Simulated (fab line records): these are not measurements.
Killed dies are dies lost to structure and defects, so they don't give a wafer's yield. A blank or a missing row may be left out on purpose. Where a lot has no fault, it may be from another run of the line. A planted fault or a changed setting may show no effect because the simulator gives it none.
Matching of chambers || flow nand-harc || NHARC_A_BLC_STRIP_29 on rie-diel-13 has 4 sister chambers
The step strips in CF4. 8 wafers are shown with their chamber, then 11 later ones without.

== WAFERS WITH THEIR CHAMBER ==
{"wafer": "L082.4", "chamber": 1, "showerhead-plenum-p-Torr (Torr)": 1.75, "drypump-motor-current-A (A)": 5.6}
{"wafer": "L086.3", "chamber": 2, "showerhead-plenum-p-Torr (Torr)": 1.66, "drypump-motor-current-A (A)": 5.8}
{"wafer": "L088.3", "chamber": 0, "showerhead-plenum-p-Torr (Torr)": 1.82, "drypump-motor-current-A (A)": 5.6}
{"wafer": "L088.5", "chamber": 2, "showerhead-plenum-p-Torr (Torr)": 1.66, "drypump-motor-current-A (A)": 5.8}
{"wafer": "L092.1", "chamber": 0, "showerhead-plenum-p-Torr (Torr)": 1.81, "drypump-motor-current-A (A)": 5.5}
{"wafer": "L092.2", "chamber": 1, "showerhead-plenum-p-Torr (Torr)": 1.75, "drypump-motor-current-A (A)": 5.6}
{"wafer": "L092.3", "chamber": 3, "showerhead-plenum-p-Torr (Torr)": 1.77, "drypump-motor-current-A (A)": 5.3}
{"wafer": "L094.2", "chamber": 3, "showerhead-plenum-p-Torr (Torr)": 1.77, "drypump-motor-current-A (A)": 5.3}

== WAFERS WITH NO CHAMBER GIVEN ==
{"wafer": "L094.4", "showerhead-plenum-p-Torr (Torr)": 1.66, "drypump-motor-current-A (A)": 5.8}
{"wafer": "L094.5", "showerhead-plenum-p-Torr (Torr)": 1.75, "drypump-motor-current-A (A)": 5.6}
{"wafer": "L096.1", "showerhead-plenum-p-Torr (Torr)": 1.81, "drypump-motor-current-A (A)": 5.6}
{"wafer": "L096.2", "showerhead-plenum-p-Torr (Torr)": 1.75, "drypump-motor-current-A (A)": 5.6}
{"wafer": "L096.3", "showerhead-plenum-p-Torr (Torr)": 1.66, "drypump-motor-current-A (A)": 5.8}
{"wafer": "L095.3", "showerhead-plenum-p-Torr (Torr)": 1.77, "drypump-motor-current-A (A)": 5.3}
{"wafer": "L095.5", "showerhead-plenum-p-Torr (Torr)": 1.66, "drypump-motor-current-A (A)": 5.8}
{"wafer": "L095.6", "showerhead-plenum-p-Torr (Torr)": 1.77, "drypump-motor-current-A (A)": 5.3}
{"wafer": "L097.3", "showerhead-plenum-p-Torr (Torr)": 1.66, "drypump-motor-current-A (A)": 5.8}
{"wafer": "L097.4", "showerhead-plenum-p-Torr (Torr)": 1.81, "drypump-motor-current-A (A)": 5.5}
{"wafer": "L097.6", "showerhead-plenum-p-Torr (Torr)": 1.77, "drypump-motor-current-A (A)": 5.3}

== WHICH CHAMBER EACH ONE RAN IN ==
{"wafer": "L094.4", "from the rows above": 2, "in truth": 2}
{"wafer": "L094.5", "from the rows above": 1, "in truth": 1}
{"wafer": "L096.1", "from the rows above": 0, "in truth": 0}
{"wafer": "L096.2", "from the rows above": 1, "in truth": 1}
{"wafer": "L096.3", "from the rows above": 2, "in truth": 2}
{"wafer": "L095.3", "from the rows above": 3, "in truth": 3}
{"wafer": "L095.5", "from the rows above": 2, "in truth": 2}
{"wafer": "L095.6", "from the rows above": 3, "in truth": 3}
{"wafer": "L097.3", "from the rows above": 2, "in truth": 2}
{"wafer": "L097.4", "from the rows above": 0, "in truth": 0}
{"wafer": "L097.6", "from the rows above": 3, "in truth": 3}
Correct placement for 11 of the 11. From these rows, 0 cannot be placed. Placed wrongly: 0.
How it was worked out, from the rows above alone: a wafer's distance from a chamber is the root of the sum, over the readings, of the square of ((its reading less the chamber's mean) divided by the reading's scatter). The wafer belongs to the nearest chamber; if the next one is less than 2 further off, it can't be placed. For every chamber, the mean is computed from those of its wafers that are shown. The scatter: the root of (the sum of the squares of (reading less its chamber's mean) over the shown wafers, divided by (wafers less chambers)).
